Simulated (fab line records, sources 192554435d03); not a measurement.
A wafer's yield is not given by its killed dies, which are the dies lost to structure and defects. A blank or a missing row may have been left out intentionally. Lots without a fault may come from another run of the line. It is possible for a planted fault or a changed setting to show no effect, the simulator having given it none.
Chamber matching / flow n5-finfet / N5_BEOL_M4_ILD_DEP_00 on pecvd-04: 3 sister chambers
The step deposits SiOC from DEMS/O2, target thk 79 nm, time 15.3 s. 3 wafers are shown with their chamber, then 7 later ones without.

WAFERS PAIRED WITH THEIR CHAMBERS
wafer=L801.2; chamber=1; throttle-valve-pct (%)=13.1
wafer=L804.1; chamber=0; throttle-valve-pct (%)=12.4
wafer=L804.3; chamber=2; throttle-valve-pct (%)=11.6

WAFERS MISSING THEIR CHAMBER
wafer=L804.5; throttle-valve-pct (%)=11.5
wafer=L806.2; throttle-valve-pct (%)=13.4
wafer=L806.3; throttle-valve-pct (%)=13.1
wafer=L806.4; throttle-valve-pct (%)=12.5
wafer=L805.2; throttle-valve-pct (%)=12.6
wafer=L805.4; throttle-valve-pct (%)=12.4
wafer=L805.6; throttle-valve-pct (%)=13.4

EACH ONE'S CHAMBER
wafer=L804.5; from the rows above=2; in truth=2
wafer=L806.2; from the rows above=1; in truth=1
wafer=L806.3; from the rows above=1; in truth=1
wafer=L806.4; from the rows above=0; in truth=0
wafer=L805.2; from the rows above=can't be placed: 0 or 1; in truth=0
wafer=L805.4; from the rows above=0; in truth=0
wafer=L805.6; from the rows above=1; in truth=1
Placed correctly: 6 of 7. Not placeable from these rows: 1 (in 1, the candidates include the true chamber). Number placed wrongly: 0.
How it was worked out, from the rows above alone: a wafer's distance from a chamber is the root of the sum, over the readings, of the square of ((its reading less the chamber's mean) divided by the reading's scatter). If the next closest chamber is less than 2 further off than the closest, the wafer can't be placed; otherwise it belongs to the closest. Each chamber's mean is taken over the wafers shown for it. The scatter: with one shown wafer a chamber, the root of the mean of the squares of how far each hidden wafer lies from its nearest shown one.
